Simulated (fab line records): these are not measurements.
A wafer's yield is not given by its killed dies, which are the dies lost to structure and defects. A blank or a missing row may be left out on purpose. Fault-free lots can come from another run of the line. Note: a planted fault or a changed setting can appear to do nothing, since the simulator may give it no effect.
Split-lot study ; flow n5-finfet ; 39 wafers read across 7 lots, on a route 1938 steps long

== ON THE SPLIT ==
At N5_BEOL_M6_ILD_DEP_00 (deposits SiCOH lowk from DEMS/porogen, target thk 179.75 nm, time 33.4 s), the setting time-s was moved away from the recipe's 33.4 s on 18 of the 39 wafers read, by -24.5% to +45.0%. All remaining wafers had this setting at the recipe value.

== FROM THE SPLIT TO THE READING: what the file shows between them, 1 step ==
- N5_BEOL_M6_CURE_74: cures SiCOH lowk, time 240 s

== THE READING ==
M6_ILD_THK at N5_BEOL_M6_THK_MEAS_01, in nm. On this fab line, fault-free wafers typically give 155.6 nm with a standard deviation of 2.5 nm.

wafer;tool, chamber at the split;time-s as run, s;against the recipe;M6_ILD_THK, nm;against lot-mates on the recipe
L074.1;pecvd-02, 2;33.4;recipe;153.3;-
L074.2;pecvd-02, 0;33.4;recipe;150.7;-
L074.3;pecvd-02, 0;38.9;+16.5%;179.9;+26.4
L074.4;pecvd-02, 2;33.4;recipe;156.6;-
L074.5;pecvd-02, 2;38.9;+16.5%;182.0;+28.5
L074.6;pecvd-02, 0;38.9;+16.5%;179.8;+26.3
L075.1;pecvd-02, 0;40.87;+22.4%;186.2;+32.9
L075.2;pecvd-02, 1;33.4;recipe;151.2;-
L075.3;pecvd-02, 2;40.87;+22.4%;187.7;+34.4
L075.4;pecvd-02, 1;40.87;+22.4%;188.1;+34.8
L075.5;pecvd-02, 2;33.4;recipe;156.2;-
L075.6;pecvd-02, 0;33.4;recipe;152.4;-
L080.1;pecvd-04, 0;33.4;recipe;155.7;-
L080.2;pecvd-04, 2;33.4;recipe;150.3;-
L080.3;pecvd-04, 1;42.09;+26.0%;193.8;+39.2
L080.4;pecvd-04, 0;33.4;recipe;157.9;-
L080.5;pecvd-04, 2;42.09;+26.0%;192.7;+38.1
L080.6;pecvd-04, 1;42.09;+26.0%;195.3;+40.7
L085.1;pecvd-04, 1;40.95;+22.6%;188.8;+32.6
L085.2;pecvd-04, 0;40.95;+22.6%;188.8;+32.6
L085.3;pecvd-04, 2;40.95;+22.6%;187.4;+31.2
L085.4;pecvd-04, 1;33.4;recipe;154.9;-
L085.5;pecvd-04, 2;33.4;recipe;154.6;-
L085.6;pecvd-04, 0;33.4;recipe;159.2;-
L090.1;pecvd-02, 0;25.22;-24.5%;119.5;-35.6
L090.2;pecvd-02, 2;33.4;recipe;153.5;-
L090.3;pecvd-02, 1;33.4;recipe;153.8;-
L090.4;pecvd-02, 2;25.22;-24.5%;120.1;-35.0
L090.5;pecvd-02, 1;25.22;-24.5%;121.1;-34.0
L090.6;pecvd-02, 0;33.4;recipe;158.0;-
L089.1;pecvd-01, 1;33.4;recipe;160.4;-
L089.2;pecvd-01, 2;48.43;+45.0%;221.3;+63.0
L089.3;pecvd-01, 0;33.4;recipe;156.9;-
L089.4;pecvd-01, 1;48.43;+45.0%;229.0;+70.7
L089.5;pecvd-01, 2;48.43;+45.0%;225.7;+67.4
L089.6;pecvd-01, 0;33.4;recipe;157.5;-
L093.2;pecvd-02, 2;33.4;recipe;155.6;-
L093.3;pecvd-02, 0;33.4;recipe;153.2;-
L093.6;pecvd-02, 2;33.4;recipe;155.5;-

FIT RESULTS
A straight line over all 39 wafers: M6_ILD_THK changes by +1.5 nm for each +1% of time-s; r = +1.00; the points scatter about the line by 2.5 nm.
The same after taking each lot's own level away (the mean of its wafers on the recipe; 39 wafers): +1.48 nm for each +1%; r = +1.00; scatter 2.2 nm.
That fit puts the effect of the largest move of time-s on the reading at 67 nm.
Measured against the standard deviation above, the lots' own levels, which go from 153.27 to 158.27 nm, span 2.0 times it.
The two slopes agree, so the slope changes little with the lot-to-lot level.
Check: for one of the wafers moved furthest among these (+45.0%), held out of the fit, the line's prediction against its lot-mates is +67.7 nm. Against them it came out at +63 nm.

== THESE WAFERS: OTHER SPLITS ==
Other splits were also applied to these wafers ahead of the reading. Each is held against what the fit with the lots' levels taken away leaves over:
other split on the same wafers;wafers away from the commonest value;r with M6_ILD_THK (lot level and that fit taken away)
N5_BEOL_M1_ILD_DEP_00 target-thk-a;12;+0.26
N5_BEOL_M2_PECVD_72 time-s;18;-0.29
N5_BEOL_M3_ALD_84 ald-cycles;12;+0.23

== THE WHOLE CHAIN: every reading that the file lists as answering this split, in the file's order ==
step;what it does;reading;change (the file's fit);r (the file's)
N5_BEOL_M6_ILD_DEP_00;deposits SiCOH lowk from DEMS/porogen, target thk 179.75 nm, time 33.4 s;SiCOH_lowk_of_BEOL_M6_ILD_DEP_00.thk-nm (the simulator's own value, which no gauge read);+1.71 nm for each +1% of the setting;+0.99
N5_BEOL_M6_CURE_74;cures SiCOH lowk, time 240 s;SiCOH_lowk_of_BEOL_M6_ILD_DEP_00.thk-nm (the simulator's own value, which no gauge read);+1.49 nm for each +1% of the setting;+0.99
N5_BEOL_M6_THK_MEAS_01;;M6_ILD_THK;+1.49 for each +1% of the setting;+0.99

== FILE'S OWN FIT ==
M6_ILD_THK changes by +1.49 nm for each +1% of time-s, r = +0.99.
